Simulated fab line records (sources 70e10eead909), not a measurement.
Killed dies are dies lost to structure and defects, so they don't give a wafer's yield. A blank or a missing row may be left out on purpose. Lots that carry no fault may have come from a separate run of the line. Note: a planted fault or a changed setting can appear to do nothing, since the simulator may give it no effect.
fab line records	flow nand-harc
record: lots: 12	wafers: 36	last-day: 34
route steps=1302 shown A_ONON_D1@425 A_CHANNEL_HOLE_D1@459
lots with no fault: from the same line, run without faults
start-h: hours from the record's opening day to when the first of the lot's shown wafers began	wait-h: hours from the lot's prior step to this one	" same as the row above	L1.1+2: a single row standing in for several wafers	- either no value or no given start	* or withheld: withheld	< > ~ a bound
route shown NAME@n: NAME is a module with steps in the file, n the number in the route of the first one	usual: the fault-free wafers' mean and standard deviation	same: alike in all rows	chamber/n: place in a boat	sites: readings site by site	_std_site: standard deviation of those values	_edge_site: mean of outer sites minus mean of inner sites	radius-mm: for every site, how far away it sits from the centre of the wafer	mask NAME#n: copy n	behind: tool/chamber where the wafer was last shaped	hold: what put the lot on hold/how long, in hours/how the hold closed	device: whichever transistor did not switch (one of n, p or np)	end of line: at the end of the route, the tests of the same wafers	for a step that has no rows: nothing shown but its recipe	killed: count of dies lost to structure and defects at first sort (not the wafer's yield)	map: a wafer's dies, marking killed ones x, the rest . and places with no die _
set.NAME: the setting as run; set.NAME@STEP: as run at that earlier step	model.NAME: the simulator's own value behind a step, which no gauge read
one table for each step of the route and one row for each wafer, over a sample of lots
services: when a tool's chamber went out of use (start-h, in hours from the record's first day, below 0 if earlier), for how many hours, and the reason
== steps ==
step: NHARC_A_ONON_D1_THK_MEAS_02
recipe: thk-meas-gauge: ellipsometry
usual: thk-nm: 1002/10
lot.wafer	tool	chamber	start-h	wait-h	thk-nm
L281.2	film-metro-01	-	187.90	-	1002
L281.3	"	-	"	"	1001
L281.5	"	-	"	"	1002
L283.2	film-metro-01	-	210.63	-	997
L283.4	"	-	"	"	998
L283.6	"	-	"	"	998
L286.2	film-metro-02	-	233.20	-	1017
L286.4	"	-	"	"	1018
L286.5	"	-	"	"	1017
L287.2	film-metro-02	-	241.38	-	1006
L287.4	"	-	"	"	1007
L287.6	"	-	"	"	1006
L288.1	film-metro-01	-	252.17	-	1006
L288.3	"	-	"	"	1005
L288.4	"	-	"	"	1006
L291.1	film-metro-02	-	279.34	-	1000
L291.5	"	-	"	"	1000
L291.6	"	-	"	"	998
L293.4	film-metro-02	-	305.95	-	994
L293.5	"	-	"	"	992
L293.6	"	-	"	"	993
L294.3	film-metro-02	-	305.96	-	1006
L294.5	"	-	"	"	1005
L294.6	"	-	"	"	1005
L295.2	film-metro-01	-	332.88	-	1004
L295.3	"	-	"	"	1004
L295.4	"	-	"	"	1003
L298.1	film-metro-01	-	352.78	-	996
L298.3	"	-	"	"	997
L298.6	"	-	"	"	996
L301.1	film-metro-01	-	384.84	-	1020
L301.2	"	-	"	"	1019
L301.3	"	-	"	"	1023
L302.2	film-metro-02	-	399.31	-	990
L302.4	"	-	"	"	991
L302.6	"	-	"	"	992
step: NHARC_A_CHANNEL_HOLE_D1_EXPOSE_07
recipe: na: 1.35	target-cd-nm: 100	sigma-outer: 0.3	dose-mj: 59.65	mask-id: HOLE_D1
usual: exposure-dose-mJ-cm2: 59.66/0.058	reticle-temp-C: 23.00/0.089
lot.wafer	tool	chamber	start-h	wait-h	mask	exposure-dose-mJ-cm2	reticle-temp-C
L281.2	arfi-scanner-03	0	209.53	-	HOLE_D1#0	59.69	22.91
L281.3	"	0	"	"	HOLE_D1#0	59.68	22.80
L281.5	"	0	"	"	HOLE_D1#0	59.68	22.86
L283.2	arfi-scanner-03	0	229.47	-	HOLE_D1#0	59.71	22.99
L283.4	"	0	"	"	HOLE_D1#0	59.67	23.03
L283.6	"	0	"	"	HOLE_D1#0	59.67	22.88
L286.2	arfi-scanner-03	0	254.41	-	HOLE_D1#0	59.63	23.14
L286.4	"	0	"	"	HOLE_D1#0	59.61	23.06
L286.5	"	0	"	"	HOLE_D1#0	59.63	23.10
L287.2	arfi-scanner-01	0	260.65	-	HOLE_D1#0	59.57	23.04
L287.4	"	0	"	"	HOLE_D1#0	59.62	23.07
L287.6	"	0	"	"	HOLE_D1#0	59.60	23.01
L288.1	arfi-scanner-03	0	268.05	-	HOLE_D1#0	59.64	22.90
L288.3	"	0	"	"	HOLE_D1#0	59.70	22.98
L288.4	"	0	"	"	HOLE_D1#0	59.73	22.88
L291.1	arfi-scanner-03	0	295.49	-	HOLE_D1#0	62.59	23.05
L291.5	"	0	"	"	HOLE_D1#0	62.57	22.94
L291.6	"	0	"	"	HOLE_D1#0	62.55	22.93
L293.4	arfi-scanner-03	0	324.02	-	HOLE_D1#0	62.07	22.83
L293.5	"	0	"	"	HOLE_D1#0	62.07	23.10
L293.6	"	0	"	"	HOLE_D1#0	62.11	23.05
L294.3	arfi-scanner-03	0	325.79	-	HOLE_D1#0	61.48	23.10
L294.5	"	0	"	"	HOLE_D1#0	61.47	23.16
L294.6	"	0	"	"	HOLE_D1#0	61.41	23.03
L295.2	arfi-scanner-02	0	348.28	-	HOLE_D1#0	59.76	22.94
L295.3	"	0	"	"	HOLE_D1#0	59.67	22.94
L295.4	"	0	"	"	HOLE_D1#0	59.82	23.06
L298.1	arfi-scanner-01	0	369.05	-	HOLE_D1#0	59.68	22.93
L298.3	"	0	"	"	HOLE_D1#0	59.64	23.08
L298.6	"	0	"	"	HOLE_D1#0	59.72	22.92
L301.1	arfi-scanner-02	0	404.74	-	HOLE_D1#0	59.77	22.94
L301.2	"	0	"	"	HOLE_D1#0	59.64	22.90
L301.3	"	0	"	"	HOLE_D1#0	59.72	22.94
L302.2	arfi-scanner-02	0	416.38	-	HOLE_D1#0	59.65	23.01
L302.4	"	0	"	"	HOLE_D1#0	59.55	23.09
L302.6	"	0	"	"	HOLE_D1#0	59.69	22.99
step: NHARC_A_CHANNEL_HOLE_D1_DESCUM_15
recipe: time-s: 3	o2-flow-sccm: 200	ar-flow-sccm: 0	bias-power-w: 0	chemistry: O2
usual: drypump-motor-current-A: 5.5/0.45	oes-product-au: 0.994/0.012	rf-vpp-V: 57.9/0.93	showerhead-plenum-p-Torr: 1.94/0.065	throttle-valve-pct: 11.310/0.009
same: bias-power-w: 0
lot.wafer	tool	chamber	start-h	wait-h	drypump-motor-current-A	oes-product-au	rf-hours-counter-h	rf-vpp-V	showerhead-plenum-p-Torr	throttle-valve-pct
L281.2	rie-diel-13	2	209.87	0.1	5.2	1.000	12	58.3	2.00	11.314
L281.3	"	0	"	"	5.6	1.007	10	58.6	1.93	11.311
L281.5	"	2	"	"	5.2	1.002	-	57.4	2.00	11.320
L283.2	rie-diel-13	3	229.80	0.1	5.2	0.998	17	59.4	2.05	11.305
L283.4	"	0	"	"	5.6	1.011	17	56.1	1.93	11.303
L283.6	"	1	"	"	5.9	0.996	-	56.7	1.82	11.317
L286.4	rie-diel-10	1	254.73	0.1	5.4	0.988	0	58.6	1.97	11.345
L286.2	"	3	"	"	5.7	0.983	0	57.5	1.92	11.298
L286.5	"	2	"	"	4.7	0.979	-	56.1	1.87	11.299
L287.4	rie-diel-10	2	260.97	0.1	4.7	0.966	1	57.4	1.87	11.316
L287.2	"	3	"	"	5.7	0.991	2	58.3	1.92	11.293
L287.6	"	3	"	"	5.7	0.992	-	58.0	1.92	11.304
L288.3	rie-diel-10	1	268.38	0.1	5.4	0.985	2	56.1	1.97	11.319
L288.4	"	2	"	"	4.7	0.985	2	59.0	1.87	11.306
L288.1	"	0	"	"	5.8	1.006	2	58.4	2.01	11.308
L291.1	rie-diel-10	1	295.81	0.1	5.4	0.979	4	55.4	1.97	11.314
L291.5	"	1	"	"	5.4	0.985	-	58.2	1.97	11.292
L291.6	"	2	"	"	4.7	0.991	-	59.8	1.86	11.310
L293.4	rie-diel-10	3	324.34	0.1	5.7	0.994	8	57.9	1.92	11.324
L293.5	"	2	"	"	4.7	0.982	-	57.1	1.86	11.309
L293.6	"	3	"	"	5.7	0.992	-	58.1	1.92	11.302
L294.3	rie-diel-13	2	326.13	0.1	5.2	1.004	44	60.0	1.99	11.321
L294.5	"	3	"	"	5.2	0.989	-	57.3	2.04	11.320
L294.6	"	0	"	"	5.6	1.011	-	56.4	1.92	11.300
L295.3	rie-diel-10	2	348.60	0.1	4.7	0.989	8	57.3	1.86	11.305
L295.2	"	0	"	"	5.8	1.010	9	59.5	2.01	11.317
L295.4	"	0	"	"	5.8	0.997	-	57.8	2.01	11.312
L298.3	rie-diel-10	1	369.37	0.1	5.5	0.981	10	57.2	1.97	11.305
L298.1	"	0	"	"	5.8	1.006	11	58.8	2.01	11.321
L298.6	"	1	"	"	5.4	0.986	-	58.9	1.97	11.323
L301.2	rie-diel-10	3	405.07	0.1	5.7	0.995	12	56.5	1.92	11.307
L301.1	"	0	"	"	5.8	1.004	14	59.0	2.01	11.318
L301.3	"	1	"	"	5.4	0.983	14	58.1	1.97	11.309
L302.4	rie-diel-10	3	416.72	0.1	5.7	1.001	13	57.2	1.92	11.312
L302.2	"	0	"	"	5.9	1.001	15	58.0	2.01	11.307
L302.6	"	1	"	"	5.5	0.984	-	56.9	1.97	11.305
step: NHARC_A_CHANNEL_HOLE_D1_ETCH_19
recipe: bias-v: 1200	source-w: 2500	pressure-mtorr: 15	time-s: 34.5	ar-flow-sccm: 375	c4f8-flow-sccm: 28.8	o2-flow-sccm: 96.2	temp-c: -20	target-depth-a: *	chemistry: C4F8/O2/Ar
usual: drypump-motor-current-A: 5.3/0.43	showerhead-plenum-p-Torr: 3.67/0.11	throttle-valve-pct: 37.038/0.01
lot.wafer	tool	chamber	start-h	wait-h	drypump-motor-current-A	rf-hours-counter-h	showerhead-plenum-p-Torr	throttle-valve-pct
L281.2	har-etch-02	1	213.81	2.8	5.4	309	3.57	37.034
L281.3	"	0	"	"	4.9	-	3.66	37.044
L281.5	"	1	"	"	5.4	-	3.57	37.040
L283.2	har-etch-02	0	234.16	3.3	4.9	325	3.65	37.051
L283.4	"	0	"	"	4.8	-	3.65	37.036
L283.6	"	0	"	"	4.8	-	3.65	37.028
L286.2	har-etch-01	0	255.92	0.1	6.0	126	3.64	37.046
L286.4	"	0	"	"	6.0	-	3.64	37.007
L286.5	"	0	"	"	6.0	-	3.64	37.043
L287.2	har-etch-02	0	263.02	0.9	4.8	344	3.64	37.015
L287.4	"	0	"	"	4.8	-	3.64	37.028
L287.6	"	1	"	"	5.4	-	3.55	37.036
L288.1	har-etch-01	1	269.56	0.1	5.1	134	3.75	37.019
L288.3	"	1	"	"	5.1	-	3.75	37.033
L288.4	"	0	"	"	6.0	-	3.63	37.028
L291.1	har-etch-01	0	297.01	0.1	6.0	149	3.62	37.027
L291.6	"	1	"	"	5.1	-	3.74	37.034
L291.5	"	0	"	"	6.0	-	3.62	37.032
L293.4	har-etch-01	1	326.60	0.7	5.1	-	3.73	37.036
L293.6	"	1	"	"	5.1	-	3.73	37.028
L293.5	"	0	"	"	6.0	-	3.61	37.032
L294.3	har-etch-02	0	329.63	2.3	4.9	-	3.62	37.027
L294.6	"	1	"	"	5.4	-	3.53	37.049
L294.5	"	0	"	"	4.9	-	3.62	37.021
L295.2	har-etch-02	0	351.32	0.7	4.9	390	3.62	37.037
L295.4	"	1	"	"	5.4	-	3.53	37.015
L295.3	"	0	"	"	4.9	-	3.62	37.031
L298.1	har-etch-01	0	370.57	0.1	6.0	187	3.60	37.063
L298.3	"	0	"	"	6.1	-	3.60	37.047
L298.6	"	1	"	"	5.1	-	3.72	37.036
L301.2	har-etch-01	1	408.28	2.1	5.1	221	3.70	37.027
L301.1	"	0	"	"	6.0	221	3.58	37.046
L301.3	"	0	"	"	6.0	-	3.58	37.033
L302.2	har-etch-02	0	418.01	0.1	4.9	15	3.98	37.038
L302.4	"	0	"	"	4.8	-	3.98	37.019
L302.6	"	1	"	"	5.4	-	3.98	37.038
== services ==
tool	chamber	start-h	hours	kind
arfi-scanner-03	-	196.00	4.0	pm
rie-diel-10	0	197.22	-	clean
rie-diel-10	1	197.22	-	clean
rie-diel-10	2	197.22	-	clean
rie-diel-10	-	242.69	9.0	pm
har-etch-01	-	246.46	1.0	repair
arfi-scanner-01	-	252.01	4.0	pm
arfi-scanner-03	-	271.05	0.5	repair
rie-diel-13	0	298.47	3.4	repair
rie-diel-13	2	300.65	10.0	repair
arfi-scanner-02	-	312.00	4.0	pm
arfi-scanner-02	-	327.09	0.7	repair
arfi-scanner-03	-	330.06	0.2	repair
arfi-scanner-02	-	338.47	1.3	repair
arfi-scanner-03	-	338.96	0.5	repair
rie-diel-13	-	342.16	9.0	pm
rie-diel-10	3	342.48	11.4	repair
arfi-scanner-03	-	368.00	4.0	pm
arfi-scanner-01	-	380.19	3.1	repair
har-etch-02	-	380.61	17.0	pm
rie-diel-13	2	384.14	13.5	repair
arfi-scanner-01	-	387.74	4.4	repair
arfi-scanner-03	-	394.75	50.7	repair
arfi-scanner-01	-	414.51	15.7	repair
== key ==
first-sign: step: NHARC_A_CHANNEL_HOLE_D1_EXPOSE_07	reading: exposure-dose-mJ-cm2	direction: up	sigmas: 41	usual: 59.66	struck: 62.03
effect none on later readings
met-at NHARC_A_CHANNEL_HOLE_D1_EXPOSE_07
struck-lots L291,L293,L294
tester-left-out L291,L293,L294
loop-trim: step: NHARC_A_CHANNEL_HOLE_D1_EXPOSE_07	setting: dose	lots: L293,L294
not-acting-at NHARC_A_ONON_D1_THK_MEAS_02,NHARC_A_CHANNEL_HOLE_D1_DESCUM_15,NHARC_A_CHANNEL_HOLE_D1_ETCH_19
onset-between 268.05 295.49
fault: kind: process-parameter-drift	tool: arfi-scanner-03	chamber: -	onset-h: 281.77	steps: NHARC_A_CHANNEL_HOLE_D1_EXPOSE_07	channel: dose-mj	offset: 2.9357	shape: step	acts-in: these-recipes-only	stated: 59.65
tester-left-out: of these lots the tester's yield and bins aren't shown, on N5 and GAA mostly nor the transistor test; their killed dies are dies lost to structure and defects alone, not to doping, threshold or leakage, so they don't give the yield
loop-trim: a control loop set the setting to another value than it would have without faults
